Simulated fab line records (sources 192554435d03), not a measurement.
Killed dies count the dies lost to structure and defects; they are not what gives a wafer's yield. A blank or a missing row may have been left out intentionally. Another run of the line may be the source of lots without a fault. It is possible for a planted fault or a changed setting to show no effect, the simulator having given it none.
A lot that was struck, set against a sound lot    flow n5 finfet    15 out of 1938 route steps
Sound: wafers L257.1, L257.4, L257.5. Struck: wafers L259.1, L259.3. (L259.4 of the same lot was not struck and is left out.) The cause comes at the end.
At each step with rows: each side's tool, then ch and its chambers, then its first start. Under that, the readings that differ: sound wafers    struck wafers    difference of the means    sigmas: that difference in standard deviations of wafers without a fault.
alike: readings whose means differ by less than 2 such deviations, and words and numbers that are the same on both sides. not compared: withheld readings, readings that some wafer has no value for, bounds like >300 that may hide the same value, and numbers for which the record gives no deviation and whose values overlap.
The two part at a step that has a row with sigmas, a row that says differs or no value, or rows on one side only. Non-overlapping numbers with no deviation appear without sigmas and do not part them. A reading that every wafer of one side lacks parts them only if that side has two wafers or more.

first, 8 steps without rows for these wafers: N5_PASSIVATION_HMDS_37 (time 60 s); N5_PASSIVATION_COAT_38; N5_PASSIVATION_EBR_40; N5_PASSIVATION_SOFTBAKE_39 (time 120 s); N5_PASSIVATION_EXPOSE_41 (exposes mask PASS OPEN, defocus 0 nm, target cd 40000 nm); N5_PASSIVATION_PEB_42; N5_PASSIVATION_DEVELOP_43 (develop time 60 s); N5_PASSIVATION_HARDBAKE_45 (time 120 s).
N5_PASSIVATION_CD_MEAS_44: target cd 40000 nm.
  sound on cd sem-02 ch 0, day 13 03:40; struck on cd sem-03 ch 0, day 14 03:22
  alike: cd nm
N5_PASSIVATION_OVL_MEAS_66:
  sound on overlay-02 ch 0, day 13 03:41; struck on overlay-02 ch 0, day 14 03:24
  alike: PASS_OPEN_OVL
N5_PASSIVATION_INSPECT_67: inspects for defects (macro).
  sound: defect inspect-02 at day 13 03:43; struck: defect inspect-02 at day 14 03:26
  alike: raw defect count
N5_PASSIVATION_DESCUM_46: chemistry O2, time 7.9 s.
  sound on rie diel-04 ch 1,2,3, day 13 03:44; struck on rie diel-06 ch 0,3, day 14 03:28
  alike: drypump motor current A, oes product au, rf vpp V, showerhead plenum p Torr, throttle valve pct
  not compared: rf hours counter h
N5_PASSIVATION_PASS_ETCH_47: etches SiNx in CF4/O2, target depth 770 nm, time 385 s.
  sound on rie diel-04 ch 1,2,3, day 13 03:47; struck on rie diel-06 ch 0,3, day 14 03:30
reading                   sound              struck       difference  sigmas
run length s (s)          408.8 409.0 408.8  367.4 367.4  -41.5       -86
model.etch.depth nm (nm)  797.5 780.3 795.7  688.1 712.1  -91.1       
  alike: drypump motor current A, oes_f_703_au, oes_o_777_au, oes product au, rf vpp V, showerhead plenum p Torr, throttle valve pct
  not compared: rf hours counter h
N5_PASSIVATION_ETCH_54: etches SiO2 in CHF3/O2, target depth 880 nm, time 440 s.
  sound on rie diel-04 ch 1,2,3, day 13 04:01; struck on rie diel-06 ch 0,3, day 14 03:43
  alike: drypump motor current A, oes_f_703_au, oes_o_777_au, oes product au, rf vpp V, showerhead plenum p Torr, throttle valve pct
  not compared: rf hours counter h
N5_PASSIVATION_PROBE_49:
  rows exist in the record for the struck wafers here (prober-02, day 14 06:30), but not for the sound ones

== WHERE THEY PART ==
Last at N5_PASSIVATION_PROBE_49 as far as this record goes, first at N5_PASSIVATION_PASS_ETCH_47.

WHY: what the simulator had put in
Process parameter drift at N5_PASSIVATION_PASS_ETCH_47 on rie diel-06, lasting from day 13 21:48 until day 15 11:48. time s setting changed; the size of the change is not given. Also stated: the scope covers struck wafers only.
